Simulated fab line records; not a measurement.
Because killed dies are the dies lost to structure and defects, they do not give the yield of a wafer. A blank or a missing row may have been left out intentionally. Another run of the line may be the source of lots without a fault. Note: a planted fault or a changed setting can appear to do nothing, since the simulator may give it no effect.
Which tool did it? || flow nandHarc || 24 lots with 72 wafers sampled at 4 steps, on a route of 1159 steps

## WHAT EACH GAUGE READ, for each wafer
NHARC_P_CONTACT_OVL_MEAS_13.
{"lot": "L075", "measured": "day 5 11:19", "on": "overlay-02", "overlayXNm (nm)": "0.0 -0.6 -0.3", "overlayYNm (nm)": "0.2 0.7 -0.2"}
{"lot": "L074", "measured": "day 5 13:13", "on": "overlay-02", "overlayXNm (nm)": "0.6 0.4 0.6", "overlayYNm (nm)": "0.3 0.8 0.5"}
{"lot": "L077", "measured": "day 6 01:49", "on": "overlay-02", "overlayXNm (nm)": "-0.5 -0.5 -0.5", "overlayYNm (nm)": "0.3 0.9 0.6"}
{"lot": "L076", "measured": "day 6 03:05", "on": "overlay-01", "overlayXNm (nm)": "-0.7 -0.3 -0.8", "overlayYNm (nm)": "-0.2 0.4 0.4"}
{"lot": "L078", "measured": "day 6 10:50", "on": "overlay-02", "overlayXNm (nm)": "-0.2 -0.2 -0.7", "overlayYNm (nm)": "0.7 1.6 1.1"}
{"lot": "L079", "measured": "day 7 04:01", "on": "overlay-02", "overlayXNm (nm)": "1.9 0.8 1.5", "overlayYNm (nm)": "0.9 -0.1 0.4"}
{"lot": "L080", "measured": "day 7 05:55", "on": "overlay-02", "overlayXNm (nm)": "-0.4 -0.7 -0.6", "overlayYNm (nm)": "-0.1 1.1 0.5"}
{"lot": "L082", "measured": "day 7 17:08", "on": "overlay-02", "overlayXNm (nm)": "-1.1 -1.5 -0.9", "overlayYNm (nm)": "-0.5 -0.3 -0.4"}
{"lot": "L081", "measured": "day 7 19:27", "on": "overlay-02", "overlayXNm (nm)": "0.4 0.2 0.5", "overlayYNm (nm)": "0.3 1.0 0.5"}
{"lot": "L083", "measured": "day 7 22:27", "on": "overlay-01", "overlayXNm (nm)": "1.3 1.8 1.3", "overlayYNm (nm)": "-0.4 -0.4 -0.2"}
{"lot": "L084", "measured": "day 8 07:56", "on": "overlay-02", "overlayXNm (nm)": "0.5 0.7 1.1", "overlayYNm (nm)": "-0.5 -0.3 -0.4"}
{"lot": "L085", "measured": "day 8 20:51", "on": "overlay-01", "overlayXNm (nm)": "-0.3 0.5 -0.2", "overlayYNm (nm)": "-0.3 -0.2 0.5"}
{"lot": "L086", "measured": "day 8 21:44", "on": "overlay-02", "overlayXNm (nm)": "0.2 0.0 0.0", "overlayYNm (nm)": "-1.3 -1.1 -0.9"}
{"lot": "L087", "measured": "day 8 22:55", "on": "overlay-02", "overlayXNm (nm)": "1.1 1.3 1.8", "overlayYNm (nm)": "0.9 0.3 0.3"}
{"lot": "L088", "measured": "day 9 03:55", "on": "overlay-01", "overlayXNm (nm)": "0.5 1.1 1.3", "overlayYNm (nm)": "0.3 -0.5 -0.2"}
{"lot": "L089", "measured": "day 9 12:56", "on": "overlay-02", "overlayXNm (nm)": "-1.4 -1.3 -1.1", "overlayYNm (nm)": "0.8 0.8 0.6"}
{"lot": "L090", "measured": "day 9 17:39", "on": "overlay-02", "overlayXNm (nm)": "0.3 0.5 0.3", "overlayYNm (nm)": "1.2 1.0 1.1"}
{"lot": "L091", "measured": "day 9 18:42", "on": "overlay-01", "overlayXNm (nm)": "-0.2 -0.5 0.0", "overlayYNm (nm)": "0.3 0.3 0.6"}
{"lot": "L092", "measured": "day 10 02:52", "on": "overlay-02", "overlayXNm (nm)": "-0.7 -1.1 -0.7", "overlayYNm (nm)": "-0.6 -0.2 -0.2"}
{"lot": "L093", "measured": "day 10 04:28", "on": "overlay-02", "overlayXNm (nm)": "1.3 1.2 1.2", "overlayYNm (nm)": "-0.7 -1.5 -0.8"}
{"lot": "L095", "measured": "day 10 16:49", "on": "overlay-01", "overlayXNm (nm)": "-0.3 -0.4 -0.3", "overlayYNm (nm)": "0.2 0.2 0.6"}
{"lot": "L094", "measured": "day 10 18:08", "on": "overlay-01", "overlayXNm (nm)": "-1.3 -1.1 -2.1", "overlayYNm (nm)": "0.0 -0.4 0.0"}
{"lot": "L097", "measured": "day 11 06:10", "on": "overlay-02", "overlayXNm (nm)": "-0.5 -0.2 -0.6", "overlayYNm (nm)": "-0.2 -0.1 0.6"}
{"lot": "L096", "measured": "day 11 08:48", "on": "overlay-01", "overlayXNm (nm)": "0.1 0.1 0.2", "overlayYNm (nm)": "0.3 0.2 0.2"}

NHARC_P_M0_INSPECT_11.
{"lot": "L075", "measured": "day 5 15:43", "on": "defectInspect-02", "rawDefectCount": "6 9 4"}
{"lot": "L074", "measured": "day 6 02:40", "on": "defectInspect-01", "rawDefectCount": "3 8 4"}
{"lot": "L077", "measured": "day 6 14:16", "on": "defectInspect-02", "rawDefectCount": "2 1 5"}
{"lot": "L076", "measured": "day 6 14:51", "on": "defectInspect-02", "rawDefectCount": "2 3 4"}
{"lot": "L078", "measured": "day 6 19:15", "on": "defectInspect-01", "rawDefectCount": "2 5 2"}
{"lot": "L079", "measured": "day 7 08:25", "on": "defectInspect-02", "rawDefectCount": "4 3 4"}
{"lot": "L080", "measured": "day 7 10:08", "on": "defectInspect-02", "rawDefectCount": "5 6 5"}
{"lot": "L082", "measured": "day 7 21:23", "on": "defectInspect-01", "rawDefectCount": "9 1 4"}
{"lot": "L081", "measured": "day 8 02:22", "on": "defectInspect-02", "rawDefectCount": "3 2 2"}
{"lot": "L083", "measured": "day 8 02:32", "on": "defectInspect-01", "rawDefectCount": "1 4 1"}
{"lot": "L084", "measured": "day 8 13:02", "on": "defectInspect-02", "rawDefectCount": "5 4 3"}
{"lot": "L085", "measured": "day 9 01:43", "on": "defectInspect-02", "rawDefectCount": "7 2 4"}
{"lot": "L086", "measured": "day 9 01:59", "on": "defectInspect-02", "rawDefectCount": "4 2 3"}
{"lot": "L087", "measured": "day 9 03:09", "on": "defectInspect-01", "rawDefectCount": "8 2 4"}
{"lot": "L088", "measured": "day 9 16:42", "on": "defectInspect-01", "rawDefectCount": "8 2 3"}
{"lot": "L089", "measured": "day 9 18:01", "on": "defectInspect-02", "rawDefectCount": "1 5 3"}
{"lot": "L090", "measured": "day 10 00:08", "on": "defectInspect-01", "rawDefectCount": "4 3 3"}
{"lot": "L091", "measured": "day 10 00:17", "on": "defectInspect-01", "rawDefectCount": "3 1 5"}
{"lot": "L092", "measured": "day 10 07:22", "on": "defectInspect-02", "rawDefectCount": "2 0 1"}
{"lot": "L093", "measured": "day 10 11:26", "on": "defectInspect-01", "rawDefectCount": "2 1 4"}
{"lot": "L095", "measured": "day 10 23:31", "on": "defectInspect-01", "rawDefectCount": "5 7 7"}
{"lot": "L094", "measured": "day 11 00:02", "on": "defectInspect-01", "rawDefectCount": "3 4 3"}
{"lot": "L097", "measured": "day 11 10:56", "on": "defectInspect-02", "rawDefectCount": "0 2 2"}
{"lot": "L096", "measured": "day 11 13:34", "on": "defectInspect-02", "rawDefectCount": "3 1 3"}

## EACH LOT AND THE TOOL THAT RAN IT (in order: tool; ch and the chambers of the sampled wafers; start)
{"lot": "L075", "NHARC_P_GATE_RTA_64": "rtpAnneal-02 ch 0, day 5 08:29", "NHARC_P_CONTACT_DESCUM_17": "rieDiel-06 ch 0,2,3, day 5 11:25"}
{"lot": "L074", "NHARC_P_GATE_RTA_64": "rtpAnneal-01 ch 0, day 5 10:22", "NHARC_P_CONTACT_DESCUM_17": "rieDiel-02 ch 0,1,3, day 5 13:19"}
{"lot": "L077", "NHARC_P_GATE_RTA_64": "rtpAnneal-01 ch 0, day 5 22:57", "NHARC_P_CONTACT_DESCUM_17": "rieDiel-08 ch 1,2, day 6 01:55"}
{"lot": "L076", "NHARC_P_GATE_RTA_64": "rtpAnneal-02 ch 0, day 6 00:10", "NHARC_P_CONTACT_DESCUM_17": "rieDiel-06 ch 1,2, day 6 03:11"}
{"lot": "L078", "NHARC_P_GATE_RTA_64": "rtpAnneal-02 ch 0, day 6 07:57", "NHARC_P_CONTACT_DESCUM_17": "rieDiel-06 ch 0,1,2, day 6 10:57"}
{"lot": "L079", "NHARC_P_GATE_RTA_64": "rtpAnneal-02 ch 0, day 7 00:59", "NHARC_P_CONTACT_DESCUM_17": "rieDiel-06 ch 0,2,3, day 7 04:07"}
{"lot": "L080", "NHARC_P_GATE_RTA_64": "rtpAnneal-01 ch 0, day 7 03:04", "NHARC_P_CONTACT_DESCUM_17": "rieDiel-08 ch 0,2,3, day 7 06:02"}
{"lot": "L082", "NHARC_P_GATE_RTA_64": "rtpAnneal-01 ch 0, day 7 13:53", "NHARC_P_CONTACT_DESCUM_17": "rieDiel-06 ch 1,2,3, day 7 17:14"}
{"lot": "L081", "NHARC_P_GATE_RTA_64": "rtpAnneal-01 ch 0, day 7 16:33", "NHARC_P_CONTACT_DESCUM_17": "rieDiel-08 ch 1,2, day 7 19:33"}
{"lot": "L083", "NHARC_P_GATE_RTA_64": "rtpAnneal-02 ch 0, day 7 19:05", "NHARC_P_CONTACT_DESCUM_17": "rieDiel-08 ch 0,1,2, day 7 22:33"}
{"lot": "L084", "NHARC_P_GATE_RTA_64": "rtpAnneal-01 ch 0, day 8 05:09", "NHARC_P_CONTACT_DESCUM_17": "rieDiel-06 ch 1,3, day 8 08:03"}
{"lot": "L085", "NHARC_P_GATE_RTA_64": "rtpAnneal-01 ch 0, day 8 17:37", "NHARC_P_CONTACT_DESCUM_17": "rieDiel-08 ch 1,2, day 8 20:58"}
{"lot": "L086", "NHARC_P_GATE_RTA_64": "rtpAnneal-01 ch 0, day 8 18:36", "NHARC_P_CONTACT_DESCUM_17": "rieDiel-06 ch 1,3, day 8 21:50"}
{"lot": "L087", "NHARC_P_GATE_RTA_64": "rtpAnneal-01 ch 0, day 8 19:44", "NHARC_P_CONTACT_DESCUM_17": "rieDiel-02 ch 0,1,3, day 8 23:02"}
{"lot": "L088", "NHARC_P_GATE_RTA_64": "rtpAnneal-02 ch 0, day 9 00:43", "NHARC_P_CONTACT_DESCUM_17": "rieDiel-06 ch 0,1,3, day 9 04:01"}
{"lot": "L089", "NHARC_P_GATE_RTA_64": "rtpAnneal-01 ch 0, day 9 10:00", "NHARC_P_CONTACT_DESCUM_17": "rieDiel-08 ch 0,3, day 9 13:02"}
{"lot": "L090", "NHARC_P_GATE_RTA_64": "rtpAnneal-01 ch 0, day 9 14:50", "NHARC_P_CONTACT_DESCUM_17": "rieDiel-06 ch 1,3, day 9 17:46"}
{"lot": "L091", "NHARC_P_GATE_RTA_64": "rtpAnneal-02 ch 0, day 9 15:48", "NHARC_P_CONTACT_DESCUM_17": "rieDiel-02 ch 0,2, day 9 18:48"}
{"lot": "L092", "NHARC_P_GATE_RTA_64": "rtpAnneal-02 ch 0, day 10 00:04", "NHARC_P_CONTACT_DESCUM_17": "rieDiel-08 ch 1,3, day 10 02:58"}
{"lot": "L093", "NHARC_P_GATE_RTA_64": "rtpAnneal-02 ch 0, day 10 01:16", "NHARC_P_CONTACT_DESCUM_17": "rieDiel-06 ch 0,2,3, day 10 04:34"}
{"lot": "L095", "NHARC_P_GATE_RTA_64": "rtpAnneal-02 ch 0, day 10 13:44", "NHARC_P_CONTACT_DESCUM_17": "rieDiel-08 ch 0,1,3, day 10 16:55"}
{"lot": "L094", "NHARC_P_GATE_RTA_64": "rtpAnneal-01 ch 0, day 10 15:23", "NHARC_P_CONTACT_DESCUM_17": "rieDiel-08 ch 0,3, day 10 18:17"}
{"lot": "L097", "NHARC_P_GATE_RTA_64": "rtpAnneal-02 ch 0, day 11 03:12", "NHARC_P_CONTACT_DESCUM_17": "rieDiel-02 ch 2,3, day 11 06:16"}
{"lot": "L096", "NHARC_P_GATE_RTA_64": "rtpAnneal-01 ch 0, day 11 05:37", "NHARC_P_CONTACT_DESCUM_17": "rieDiel-08 ch 0,1,3, day 11 08:55"}
- NHARC_P_GATE_RTA_64: time 1 s.
- NHARC_P_CONTACT_DESCUM_17: chemistry O2, time 3 s.

## AS READ BY THE TOOLS THEMSELVES (means over the sampled wafers that have a number; for cases with no such wafer, the mark the record gives instead)
NHARC_P_GATE_RTA_64.
{"lot": "L075", "tool": "rtpAnneal-02", "lampPowerPct (%)": 38.01, "lamp_zone_2_pct (%)": 37.96, "lamp_zone_7_pct (%)": 38.44, "wafer_temp_C_max": 1054.7}
{"lot": "L074", "tool": "rtpAnneal-01", "lampPowerPct (%)": 37.67, "lamp_zone_2_pct (%)": 37.69, "lamp_zone_7_pct (%)": 38.17, "wafer_temp_C_max": 1055.5}
{"lot": "L077", "tool": "rtpAnneal-01", "lampPowerPct (%)": 37.69, "lamp_zone_2_pct (%)": 37.71, "lamp_zone_7_pct (%)": 38.17, "wafer_temp_C_max": 1055.8}
{"lot": "L076", "tool": "rtpAnneal-02", "lampPowerPct (%)": 37.92, "lamp_zone_2_pct (%)": 37.95, "lamp_zone_7_pct (%)": 38.38, "wafer_temp_C_max": 1054.0}
{"lot": "L078", "tool": "rtpAnneal-02", "lampPowerPct (%)": 37.95, "lamp_zone_2_pct (%)": 37.97, "lamp_zone_7_pct (%)": 38.49, "wafer_temp_C_max": 1054.1}
{"lot": "L079", "tool": "rtpAnneal-02", "lampPowerPct (%)": 37.83, "lamp_zone_2_pct (%)": 37.81, "lamp_zone_7_pct (%)": 38.33, "wafer_temp_C_max": 1054.7}
{"lot": "L080", "tool": "rtpAnneal-01", "lampPowerPct (%)": 37.64, "lamp_zone_2_pct (%)": 37.67, "lamp_zone_7_pct (%)": 38.14, "wafer_temp_C_max": 1055.6}
{"lot": "L082", "tool": "rtpAnneal-01", "lampPowerPct (%)": 37.71, "lamp_zone_2_pct (%)": 37.69, "lamp_zone_7_pct (%)": 38.18, "wafer_temp_C_max": 1055.4}
{"lot": "L081", "tool": "rtpAnneal-01", "lampPowerPct (%)": 37.70, "lamp_zone_2_pct (%)": 37.69, "lamp_zone_7_pct (%)": 38.21, "wafer_temp_C_max": 1055.2}
{"lot": "L083", "tool": "rtpAnneal-02", "lampPowerPct (%)": 37.91, "lamp_zone_2_pct (%)": 37.92, "lamp_zone_7_pct (%)": 38.43, "wafer_temp_C_max": 1053.2}
{"lot": "L084", "tool": "rtpAnneal-01", "lampPowerPct (%)": 37.70, "lamp_zone_2_pct (%)": 37.69, "lamp_zone_7_pct (%)": 38.19, "wafer_temp_C_max": 1055.2}
{"lot": "L085", "tool": "rtpAnneal-01", "lampPowerPct (%)": 37.59, "lamp_zone_2_pct (%)": 37.62, "lamp_zone_7_pct (%)": 38.06, "wafer_temp_C_max": 1055.6}
{"lot": "L086", "tool": "rtpAnneal-01", "lampPowerPct (%)": 37.64, "lamp_zone_2_pct (%)": 37.73, "lamp_zone_7_pct (%)": 38.16, "wafer_temp_C_max": 1055.4}
{"lot": "L087", "tool": "rtpAnneal-01", "lampPowerPct (%)": 37.69, "lamp_zone_2_pct (%)": 37.65, "lamp_zone_7_pct (%)": 38.18, "wafer_temp_C_max": 1055.6}
{"lot": "L088", "tool": "rtpAnneal-02", "lampPowerPct (%)": 37.97, "lamp_zone_2_pct (%)": 37.95, "lamp_zone_7_pct (%)": 38.45, "wafer_temp_C_max": 1054.7}
{"lot": "L089", "tool": "rtpAnneal-01", "lampPowerPct (%)": 37.68, "lamp_zone_2_pct (%)": 37.66, "lamp_zone_7_pct (%)": 38.15, "wafer_temp_C_max": 1055.7}
{"lot": "L090", "tool": "rtpAnneal-01", "lampPowerPct (%)": 37.70, "lamp_zone_2_pct (%)": 37.70, "lamp_zone_7_pct (%)": 38.17, "wafer_temp_C_max": 1056.7}
{"lot": "L091", "tool": "rtpAnneal-02", "lampPowerPct (%)": 37.91, "lamp_zone_2_pct (%)": 37.89, "lamp_zone_7_pct (%)": 38.39, "wafer_temp_C_max": 1054.4}
{"lot": "L092", "tool": "rtpAnneal-02", "lampPowerPct (%)": 37.93, "lamp_zone_2_pct (%)": 37.93, "lamp_zone_7_pct (%)": 38.36, "wafer_temp_C_max": 1054.1}
{"lot": "L093", "tool": "rtpAnneal-02", "lampPowerPct (%)": 38.00, "lamp_zone_2_pct (%)": 37.94, "lamp_zone_7_pct (%)": 38.44, "wafer_temp_C_max": 1054.7}
{"lot": "L095", "tool": "rtpAnneal-02", "lampPowerPct (%)": 37.95, "lamp_zone_2_pct (%)": 37.99, "lamp_zone_7_pct (%)": 38.47, "wafer_temp_C_max": 1056.2}
{"lot": "L094", "tool": "rtpAnneal-01", "lampPowerPct (%)": 37.70, "lamp_zone_2_pct (%)": 37.72, "lamp_zone_7_pct (%)": 38.17, "wafer_temp_C_max": 1055.4}
{"lot": "L097", "tool": "rtpAnneal-02", "lampPowerPct (%)": 37.97, "lamp_zone_2_pct (%)": 37.97, "lamp_zone_7_pct (%)": 38.44, "wafer_temp_C_max": 1054.4}
{"lot": "L096", "tool": "rtpAnneal-01", "lampPowerPct (%)": 37.71, "lamp_zone_2_pct (%)": 37.69, "lamp_zone_7_pct (%)": 38.16, "wafer_temp_C_max": 1054.7}

NHARC_P_CONTACT_DESCUM_17.
{"lot": "L075", "tool": "rieDiel-06", "chamberPressureMTorr (mTorr)": 59.98, "drypumpMotorCurrentA (A)": 5.3, "o2FlowSccm (sccm)": 200.0, "oesProductAu (a.u.)": 1.003, "rfVppV (V)": 59.1, "showerheadPlenumPTorr (Torr)": 1.99, "throttleValvePct (%)": 11.320}
{"lot": "L074", "tool": "rieDiel-02", "chamberPressureMTorr (mTorr)": 59.97, "drypumpMotorCurrentA (A)": 5.9, "o2FlowSccm (sccm)": 200.1, "oesProductAu (a.u.)": 0.998, "rfVppV (V)": 58.5, "showerheadPlenumPTorr (Torr)": 1.82, "throttleValvePct (%)": 11.309}
{"lot": "L077", "tool": "rieDiel-08", "chamberPressureMTorr (mTorr)": 59.98, "drypumpMotorCurrentA (A)": 5.9, "o2FlowSccm (sccm)": 199.7, "oesProductAu (a.u.)": 1.005, "rfVppV (V)": 57.5, "showerheadPlenumPTorr (Torr)": 1.96, "throttleValvePct (%)": 11.306}
{"lot": "L076", "tool": "rieDiel-06", "chamberPressureMTorr (mTorr)": 60.03, "drypumpMotorCurrentA (A)": 6.4, "o2FlowSccm (sccm)": 199.9, "oesProductAu (a.u.)": 0.994, "rfVppV (V)": 57.7, "showerheadPlenumPTorr (Torr)": 1.88, "throttleValvePct (%)": 11.319}
{"lot": "L078", "tool": "rieDiel-06", "chamberPressureMTorr (mTorr)": 60.04, "drypumpMotorCurrentA (A)": 5.8, "o2FlowSccm (sccm)": 199.8, "oesProductAu (a.u.)": 0.994, "rfVppV (V)": 58.1, "showerheadPlenumPTorr (Torr)": 1.96, "throttleValvePct (%)": 11.311}
{"lot": "L079", "tool": "rieDiel-06", "chamberPressureMTorr (mTorr)": 59.96, "drypumpMotorCurrentA (A)": 5.3, "o2FlowSccm (sccm)": 199.9, "oesProductAu (a.u.)": 1.005, "rfVppV (V)": 59.5, "showerheadPlenumPTorr (Torr)": 1.99, "throttleValvePct (%)": 11.297}
{"lot": "L080", "tool": "rieDiel-08", "chamberPressureMTorr (mTorr)": 60.00, "drypumpMotorCurrentA (A)": 5.8, "o2FlowSccm (sccm)": 200.3, "oesProductAu (a.u.)": 1.002, "rfVppV (V)": 58.5, "showerheadPlenumPTorr (Torr)": 1.94, "throttleValvePct (%)": 11.308}
{"lot": "L082", "tool": "rieDiel-06", "chamberPressureMTorr (mTorr)": 60.00, "drypumpMotorCurrentA (A)": 5.9, "o2FlowSccm (sccm)": 200.3, "oesProductAu (a.u.)": 0.999, "rfVppV (V)": 58.2, "showerheadPlenumPTorr (Torr)": 1.91, "throttleValvePct (%)": 11.306}
{"lot": "L081", "tool": "rieDiel-08", "chamberPressureMTorr (mTorr)": 59.98, "drypumpMotorCurrentA (A)": 5.9, "o2FlowSccm (sccm)": 199.8, "oesProductAu (a.u.)": 0.996, "rfVppV (V)": 57.2, "showerheadPlenumPTorr (Torr)": 1.95, "throttleValvePct (%)": 11.319}
{"lot": "L083", "tool": "rieDiel-08", "chamberPressureMTorr (mTorr)": 60.04, "drypumpMotorCurrentA (A)": 5.7, "o2FlowSccm (sccm)": 200.2, "oesProductAu (a.u.)": 0.995, "rfVppV (V)": 56.8, "showerheadPlenumPTorr (Torr)": 1.89, "throttleValvePct (%)": 11.314}
{"lot": "L084", "tool": "rieDiel-06", "chamberPressureMTorr (mTorr)": 60.02, "drypumpMotorCurrentA (A)": 6.1, "o2FlowSccm (sccm)": 200.0, "oesProductAu (a.u.)": 0.986, "rfVppV (V)": 58.0, "showerheadPlenumPTorr (Torr)": 1.83, "throttleValvePct (%)": 11.313}
{"lot": "L085", "tool": "rieDiel-08", "chamberPressureMTorr (mTorr)": 60.00, "drypumpMotorCurrentA (A)": 5.9, "o2FlowSccm (sccm)": 200.5, "oesProductAu (a.u.)": 1.001, "rfVppV (V)": 58.8, "showerheadPlenumPTorr (Torr)": 1.95, "throttleValvePct (%)": 11.318}
{"lot": "L086", "tool": "rieDiel-06", "chamberPressureMTorr (mTorr)": 60.01, "drypumpMotorCurrentA (A)": 5.6, "o2FlowSccm (sccm)": 200.4, "oesProductAu (a.u.)": 0.995, "rfVppV (V)": 56.8, "showerheadPlenumPTorr (Torr)": 1.86, "throttleValvePct (%)": 11.314}
{"lot": "L087", "tool": "rieDiel-02", "chamberPressureMTorr (mTorr)": 60.01, "drypumpMotorCurrentA (A)": 5.9, "o2FlowSccm (sccm)": 200.1, "oesProductAu (a.u.)": 1.003, "rfVppV (V)": 57.2, "showerheadPlenumPTorr (Torr)": 1.81, "throttleValvePct (%)": 11.321}
{"lot": "L088", "tool": "rieDiel-06", "chamberPressureMTorr (mTorr)": 59.99, "drypumpMotorCurrentA (A)": 5.5, "o2FlowSccm (sccm)": 199.9, "oesProductAu (a.u.)": 0.994, "rfVppV (V)": 57.5, "showerheadPlenumPTorr (Torr)": 1.91, "throttleValvePct (%)": 11.318}
{"lot": "L089", "tool": "rieDiel-08", "chamberPressureMTorr (mTorr)": 60.01, "drypumpMotorCurrentA (A)": 5.7, "o2FlowSccm (sccm)": 199.8, "oesProductAu (a.u.)": 1.001, "rfVppV (V)": 57.7, "showerheadPlenumPTorr (Torr)": 1.91, "throttleValvePct (%)": 11.306}
{"lot": "L090", "tool": "rieDiel-06", "chamberPressureMTorr (mTorr)": 60.03, "drypumpMotorCurrentA (A)": 6.1, "o2FlowSccm (sccm)": 200.5, "oesProductAu (a.u.)": 0.985, "rfVppV (V)": 57.6, "showerheadPlenumPTorr (Torr)": 1.83, "throttleValvePct (%)": 11.314}
{"lot": "L091", "tool": "rieDiel-02", "chamberPressureMTorr (mTorr)": 60.02, "drypumpMotorCurrentA (A)": 6.1, "o2FlowSccm (sccm)": 199.9, "oesProductAu (a.u.)": 0.994, "rfVppV (V)": 58.0, "showerheadPlenumPTorr (Torr)": 1.78, "throttleValvePct (%)": 11.320}
{"lot": "L092", "tool": "rieDiel-08", "chamberPressureMTorr (mTorr)": 60.02, "drypumpMotorCurrentA (A)": 5.6, "o2FlowSccm (sccm)": 199.4, "oesProductAu (a.u.)": 0.985, "rfVppV (V)": 57.3, "showerheadPlenumPTorr (Torr)": 1.90, "throttleValvePct (%)": 11.318}
{"lot": "L093", "tool": "rieDiel-06", "chamberPressureMTorr (mTorr)": 59.99, "drypumpMotorCurrentA (A)": 5.3, "o2FlowSccm (sccm)": 199.8, "oesProductAu (a.u.)": 0.999, "rfVppV (V)": 58.8, "showerheadPlenumPTorr (Torr)": 1.99, "throttleValvePct (%)": 11.307}
{"lot": "L095", "tool": "rieDiel-08", "chamberPressureMTorr (mTorr)": 59.97, "drypumpMotorCurrentA (A)": 5.5, "o2FlowSccm (sccm)": 200.1, "oesProductAu (a.u.)": 0.991, "rfVppV (V)": 57.1, "showerheadPlenumPTorr (Torr)": 1.87, "throttleValvePct (%)": 11.314}
{"lot": "L094", "tool": "rieDiel-08", "chamberPressureMTorr (mTorr)": 59.93, "drypumpMotorCurrentA (A)": 5.6, "o2FlowSccm (sccm)": 199.1, "oesProductAu (a.u.)": 1.000, "rfVppV (V)": 57.6, "showerheadPlenumPTorr (Torr)": 1.88, "throttleValvePct (%)": 11.310}
{"lot": "L097", "tool": "rieDiel-02", "chamberPressureMTorr (mTorr)": 60.01, "drypumpMotorCurrentA (A)": 5.6, "o2FlowSccm (sccm)": 200.6, "oesProductAu (a.u.)": 0.984, "rfVppV (V)": 58.2, "showerheadPlenumPTorr (Torr)": 1.78, "throttleValvePct (%)": 11.311}
{"lot": "L096", "tool": "rieDiel-08", "chamberPressureMTorr (mTorr)": 59.99, "drypumpMotorCurrentA (A)": 5.5, "o2FlowSccm (sccm)": 199.2, "oesProductAu (a.u.)": 0.992, "rfVppV (V)": 57.6, "showerheadPlenumPTorr (Torr)": 1.87, "throttleValvePct (%)": 11.305}

## THE ANSWER, worked out from the rows above alone
Rule: what is usual is taken from the lots themselves. Put in order of their means at a reading, lots are off if they are a third of the lots or fewer, leave a main group of 4 or more, and stand apart from it by a gap of 3 or more times the standard deviation of the main group's means; of several such gaps the widest counts. The tables above print the reading to a certain number of digits; a main group whose means all agree to those digits is not used. A lot without any number at a reading at which 4 lots or more have one is off too. The other lots that the step has rows for count as sound. After the gauges, taken in route order, come the tools' own readings; for these a lot's mean is taken, as printed above. At the first step where some lot is off, the reading lying furthest off is the one used; lots without a number count as furthest.
No lot is off at any reading shown: from this, nothing can be told.

## WHAT THE SIMULATOR PUT IN
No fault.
